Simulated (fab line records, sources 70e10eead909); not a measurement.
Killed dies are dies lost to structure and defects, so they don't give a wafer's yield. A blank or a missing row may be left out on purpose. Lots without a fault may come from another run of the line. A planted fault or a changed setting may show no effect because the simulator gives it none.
A struck lot beside a sound one | flow nand_harc | 14 steps out of a route of 1159
Sound: wafers L104.1, L104.3, L104.5. Struck: wafers L107.1, L107.2, L107.6. The cause comes at the end.
At each step with rows: each side's tool, then ch and its chambers, then its first start. Under that, the readings that differ: sound wafers | struck wafers | difference of the means | sigmas: that difference in standard deviations of wafers without a fault.
alike: readings whose means differ by less than 2 such deviations, and words and numbers that are the same on both sides. not compared: withheld readings, readings that some wafer has no value for, bounds like >300 that may hide the same value, and numbers for which the record gives no deviation and whose values overlap.
The two part at a step that has a row with sigmas, a row that says differs or no value, or rows on one side only. Numbers that don't overlap but have no deviation are shown without sigmas and don't part them. A reading that every wafer of one side lacks parts them only if that side has two wafers or more.

NHARC_A_ZERO_WELL_DESCUM_12: chemistry O2, time 3 s.
  sound on rie_diel-09 ch 0,1,2, day 7 12:31; struck on rie_diel-09 ch 0,2,3, day 7 13:16
  alike: drypump_motor_current_A, oes_product_au, rf_vpp_V, showerhead_plenum_p_Torr, throttle_valve_pct
  not compared: rf_hours_counter_h
NHARC_A_ZERO_WELL_ETCH_19: etches the open film in N2/H2, target depth 80 nm, overetch 24 nm, time 87.88 s.
  sound on rie_diel-09 ch 0,1,3, day 7 12:36; struck on rie_diel-09 ch 0,1,3, day 7 13:20
  reading                | sound                | struck               | difference | sigmas
  throttle_valve_pct (%) | 14.163 14.168 14.165 | 14.174 14.181 14.206 | +0.022     | +2
  alike: drypump_motor_current_A, n2_flow_sccm, oes_product_au, rf_vpp_V, showerhead_plenum_p_Torr
  not compared: rf_hours_counter_h
NHARC_A_ZERO_WELL_ETCH_13: etches the open film in HBr/Cl2, target depth 120 nm, time 40.1 s.
  sound on rie_si-02 ch 0,1,2, day 7 12:43; struck on rie_si-06 ch 1,2,3, day 7 13:28
  alike: drypump_motor_current_A, oes_product_au, throttle_valve_pct
  not compared: rf_hours_counter_h
then, 4 steps without rows for these wafers: NHARC_A_ZERO_WELL_STRIP_14 (strips in SPM, time 900 s); NHARC_A_ZERO_WELL_IMPLANT_15; NHARC_A_ZERO_WELL_PRECLEAN_22 (cleans in SC1, time 60 s); NHARC_A_ZERO_WELL_SRD_23.
NHARC_A_ZERO_WELL_RTA_16: time 10 s.
  sound on rtp_anneal-02 ch 0, day 7 13:36; struck on rtp_anneal-02 ch 0, day 7 14:21
  alike: lamp_power_pct, wafer_temp_C_max
NHARC_A_ZERO_WELL_INSPECT_17:
  sound on defect_inspect-02, day 7 13:48; struck on defect_inspect-01, day 7 14:33
  alike: raw_defect_count
then, 2 steps without rows for these wafers: NHARC_A_SOURCE_PLATE_PRECLEAN_00 (cleans in HF-LAST, time 60 s); NHARC_A_SOURCE_PLATE_SRD_01.
NHARC_A_SOURCE_PLATE_OXIDE_02: material SiO2, target thk 10 nm, ox time 1362 s.
  sound on furnace-01 ch 0, day 7 14:41; struck on furnace-01 ch 0, day 7 22:33
  alike: spike_tc_upper_C, zone_power_bottom_pct
NHARC_A_SOURCE_PLATE_THK_MEAS_09: measures by ellipsometry.
  sound on film_metro-02, day 7 18:42; struck on film_metro-02, day 8 02:55
  reading     | sound         | struck         | difference | sigmas
  thk_nm (nm) | 10.0 9.4 11.2 | 14.1 14.6 15.3 | +4.5       | +5
then, 1 step without rows for these wafers: NHARC_A_SOURCE_PLATE_PVD_04 (deposits WSi2, target thk 50 nm).

WHERE THEY PART
First at NHARC_A_ZERO_WELL_ETCH_19; last, within this record, at NHARC_A_SOURCE_PLATE_THK_MEAS_09.

WHY: what the simulator had put in
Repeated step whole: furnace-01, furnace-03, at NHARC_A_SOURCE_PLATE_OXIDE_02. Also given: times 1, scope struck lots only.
